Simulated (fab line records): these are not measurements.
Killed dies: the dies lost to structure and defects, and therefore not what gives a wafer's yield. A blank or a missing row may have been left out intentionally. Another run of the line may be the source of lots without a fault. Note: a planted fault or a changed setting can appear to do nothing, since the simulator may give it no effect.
Which tool is to blame?	flow n5Finfet	9 lots, 27 wafers sampled, at 5 steps of a route of 1938

WHAT THE GAUGES SHOWED, per wafer
N5_BEOL_M4_RC_MEAS_101. Usual: DIBL_N 35.8 mV/V, standard deviation 1.5; DIBL_P 35.8 mV/V, standard deviation 1.7; IOFF_N 0.151 nA/um, standard deviation 0.022; IOFF_P 0.204 nA/um, standard deviation 0.027; ION_N 673 uA/um, standard deviation 8.6; ION_P 462 uA/um, standard deviation 5.4; SS_N 71.4 mV/dec, standard deviation 0.54; SS_P 73.3 mV/dec, standard deviation 0.56; VT_N 250.5 mV, standard deviation 2.6; VT_P -251 mV, standard deviation 3.1.
lot	measured	on	DIBL_N (mV/V)	DIBL_P (mV/V)	IOFF_N (nA/um)	IOFF_P (nA/um)	ION_N (uA/um)	ION_P (uA/um)	SS_N (mV/dec)	SS_P (mV/dec)	VT_N (mV)	VT_P (mV)	flag
L785	day 9 03:01	prober-01	36.7 38.6 35.3	36.4 38.9 34.2	0.153 0.196 0.126	0.202 0.240 0.182	689 686 673	467 472 462	71.5 71.4 70.3	73.5 74.0 72.3	251.2 245.2 252.9	-252 -247 -250	
L788	day 9 09:43	prober-01	35.7 37.4 36.9	35.7 38.1 38.1	0.134 0.174 0.166	0.195 0.230 0.226	666 678 674	460 464 465	70.8 72.0 71.2	73.8 73.9 73.9	251.8 247.8 247.5	-251 -248 -248	
L789	day 9 13:22	prober-02	35.3 35.6 35.8	34.4 34.9 35.2	0.133 0.142 0.139	0.209 0.221 0.221	668 658 658	463 460 464	71.6 71.7 71.1	73.5 73.2 72.9	251.0 251.5 251.9	-248 -250 -248	
L792	day 10 10:56	prober-02	36.0 35.8 35.5	36.8 36.5 35.6	0.169 0.161 0.147	0.232 0.217 0.207	680 669 668	460 464 462	71.8 71.2 70.6	73.4 73.5 73.5	247.9 250.9 250.3	-249 -248 -249	
L799	day 12 10:07	prober-01	34.4 36.2 33.6	33.8 36.0 32.9	0.133 0.156 0.116	0.180 0.211 0.162	673 694 671	461 473 467	71.4 70.9 70.4	72.3 72.5 72.2	251.9 249.5 251.5	-251 -249 -252	
L801	day 12 13:46	prober-01	35.9 35.9 35.1	34.7 34.7 34.3	0.143 0.135 0.128	0.183 0.176 0.175	681 662 663	462 454 456	71.0 71.6 71.0	73.4 72.7 73.2	251.3 252.8 253.3	-252 -254 -253	
L804	day 13 08:37	prober-02	37.3 37.9 36.8	36.4 36.9 36.5	0.142 0.149 0.144	0.227 0.240 0.223	665 675 667	462 470 467	72.2 71.3 71.2	74.1 73.2 73.3	252.5 251.5 251.5	-248 -247 -249	
L806	day 13 16:02	prober-02	35.6 36.6 36.2	34.9 36.5 35.5	0.128 0.145 0.137	0.158 0.184 0.164	664 664 670	450 461 460	71.2 71.8 70.7	72.5 72.6 73.4	251.8 250.5 250.4	-256 -252 -254	
L807	day 14 08:23	prober-01	35.3 36.9 35.5	34.7 36.3 35.1	0.133 0.159 0.136	0.178 0.211 0.187	662 670 660	455 460 458	70.6 71.9 71.2	72.8 74.2 72.3	254.3 251.2 253.6	-255 -252 -252	

WHAT TOOL EACH LOT RAN ON (gives the tool, then ch and the chambers of the sampled wafers, and finally the start)
lot	N5_FIN_CUT_CUT_ETCH_27	N5_FIN_CUT_PRECLEAN_35	N5_FIN_CUT_STRIP_22	N5_STI_FIN_REVEAL_CMP_04
L785	rieDiel-03 ch 2,3, day 2 10:23	vaporEtch-01 ch 0,1, day 2 10:28	rieDiel-01 ch 0,1,3, day 2 10:41	cmp-03 ch 0,2,3, day 2 16:55
L788	rieDiel-02 ch 1,3, day 3 03:01	vaporEtch-02 ch 0,1, day 3 03:05	rieDiel-03 ch 2,3, day 3 03:17	cmp-03 ch 0,1, day 3 08:47
L789	rieDiel-03 ch 1,3, day 3 10:05	vaporEtch-02 ch 0,1, day 3 10:10	rieDiel-03 ch 1,3, day 3 10:29	cmp-03 ch 1,3, day 3 15:48
L792	rieDiel-01 ch 0,3, day 4 06:13	vaporEtch-02 ch 0,1, day 4 06:19	rieDiel-03 ch 0,1,2, day 4 06:30	cmp-01 ch 1,2, day 4 12:00
L799	rieDiel-03 ch 0,1,3, day 5 21:02	vaporEtch-02 ch 0,1, day 5 21:08	rieDiel-02 ch 0,3, day 5 21:20	cmp-01 ch 0,2, day 6 02:40
L801	rieDiel-03 ch 0,1,2, day 6 11:17	vaporEtch-01 ch 0,1, day 6 11:22	rieDiel-02 ch 0,1,3, day 6 11:34	cmp-04 ch 0,1,3, day 6 16:51
L804	rieDiel-02 ch 1,2,3, day 7 03:49	vaporEtch-02 ch 0,1, day 7 03:53	rieDiel-01 ch 0,1,2, day 7 04:07	cmp-01 ch 0,1,2, day 7 09:24
L806	rieDiel-02 ch 1,2,3, day 7 16:39	vaporEtch-01 ch 0,1, day 7 16:43	rieDiel-03 ch 0,1,3, day 7 16:55	cmp-04 ch 0,1,2, day 7 22:38
L807	rieDiel-03 ch 0,3, day 7 21:03	vaporEtch-02 ch 0, day 7 21:07	rieDiel-03 ch 0,1,3, day 7 21:19	cmp-03 ch 0,1,3, day 8 02:47
- N5_FIN_CUT_CUT_ETCH_27: etches SiO2 in CHF3/O2, target depth 4 nm, overetch 2 nm, time 4.9 s.
- N5_FIN_CUT_PRECLEAN_35: cleans in vHF, time 13.3 s.
- N5_FIN_CUT_STRIP_22: strips in N2/H2.
- N5_STI_FIN_REVEAL_CMP_04: polishes, stops on Si3N4, t overpolish 4 s, target thk 131.83 nm.

WHAT THE TOOLS THEMSELVES READ (means of the sampled wafers that have a number; where no wafer has one, the mark that the record gives instead)
N5_FIN_CUT_CUT_ETCH_27. Usual: drypumpMotorCurrentA 6.0 A, standard deviation 0.39; oesProductAu 0.63 a.u., standard deviation 0.06; rfVppV 525 V, standard deviation 6; showerheadPlenumPTorr 2.40 Torr, standard deviation 0.085; throttleValvePct 18.86 %, standard deviation 0.24.
lot	tool	drypumpMotorCurrentA (A)	oesProductAu (a.u.)	rfVppV (V)	showerheadPlenumPTorr (Torr)	throttleValvePct (%)	flag
L785	rieDiel-03	5.7	0.68	533	2.51	18.55	
L788	rieDiel-02	5.7	0.67	520	2.35	18.78	
L789	rieDiel-03	5.8	0.69	530	2.45	18.42	
L792	rieDiel-01	5.9	0.62	518	2.43	18.86	
L799	rieDiel-03	5.9	0.67	528	2.41	18.65	
L801	rieDiel-03	6.0	0.62	526	2.36	18.95	
L804	rieDiel-02	6.0	0.62	523	2.32	18.90	
L806	rieDiel-02	6.0	0.62	523	2.32	18.91	
L807	rieDiel-03	5.7	0.66	530	2.47	18.74	

N5_FIN_CUT_PRECLEAN_35. Usual: drypumpMotorCurrentA at 5.55 A, with a standard deviation of 0.11.
lot	tool	drypumpMotorCurrentA (A)	flag
L785	vaporEtch-01	5.45	
L788	vaporEtch-02	5.64	
L789	vaporEtch-02	5.54	
L792	vaporEtch-02	5.56	
L799	vaporEtch-02	5.64	
L801	vaporEtch-01	5.48	
L804	vaporEtch-02	5.58	
L806	vaporEtch-01	5.46	
L807	vaporEtch-02	5.71	

N5_FIN_CUT_STRIP_22. Usual: drypumpMotorCurrentA 6.0 A, standard deviation 0.37; oesProductAu 0.79 a.u., standard deviation 0.083; rfVppV 54.2 V, standard deviation 2.4; showerheadPlenumPTorr 3.35 Torr, standard deviation 0.12; throttleValvePct 19.0 %, standard deviation 0.41.
lot	tool	drypumpMotorCurrentA (A)	oesProductAu (a.u.)	rfVppV (V)	showerheadPlenumPTorr (Torr)	throttleValvePct (%)	flag
L785	rieDiel-01	6.1	0.75	55.7	3.35	18.9	
L788	rieDiel-03	5.7	0.84	53.2	3.50	18.6	
L789	rieDiel-03	6.0	0.84	54.2	3.28	18.6	
L792	rieDiel-03	6.0	0.79	53.9	3.30	19.2	
L799	rieDiel-02	6.1	0.74	54.0	3.40	19.0	
L801	rieDiel-02	5.9	0.78	52.4	3.34	19.0	
L804	rieDiel-01	5.9	0.80	53.4	3.37	19.2	
L806	rieDiel-03	5.9	0.82	55.2	3.36	18.9	
L807	rieDiel-03	5.9	0.82	56.2	3.36	18.9	

N5_STI_FIN_REVEAL_CMP_04. Usual: motorCurrentA 8.1 A, standard deviation 0.67; overpolishRunS 4.000 s, standard deviation 0.009; timeToEndpointS 106 s, standard deviation 5.4.
lot	tool	motorCurrentA (A)	overpolishRunS (s)	timeToEndpointS (s)	flag
L785	cmp-03	8.1	4.008	108	
L788	cmp-03	8.4	4.004	108	
L789	cmp-03	8.7	4.004	141	OFF
L792	cmp-01	7.4	4.003	98	
L799	cmp-01	7.8	3.997	99	
L801	cmp-04	7.7	4.008	109	
L804	cmp-01	7.9	3.996	107	
L806	cmp-04	7.9	3.998	107	
L807	cmp-03	8.7	4.009	107	

THE ANSWER, worked out from the rows above alone
Rule: a lot is off if the mean of its wafers that have a number lies more than 3 standard deviations from the usual mean. A lot without any number at a reading at which 4 lots or more have one is off too. The other lots that the step has rows for count as sound. The gauges are gone through in route order, then the tools' own readings, and for those a lot's mean is taken as printed above. The first step at which some lot is off is used, and at that step the reading that is off furthest; a lot without a number counts as furthest.
Off: L789 (N5_STI_FIN_REVEAL_CMP_04, timeToEndpointS).
A tool fits if, at that step or a process step before it, it ran every lot that is off, and no sound lot after the first of them. Of those tried, none fits.

WHAT HAD BEEN PUT IN BY THE SIMULATOR
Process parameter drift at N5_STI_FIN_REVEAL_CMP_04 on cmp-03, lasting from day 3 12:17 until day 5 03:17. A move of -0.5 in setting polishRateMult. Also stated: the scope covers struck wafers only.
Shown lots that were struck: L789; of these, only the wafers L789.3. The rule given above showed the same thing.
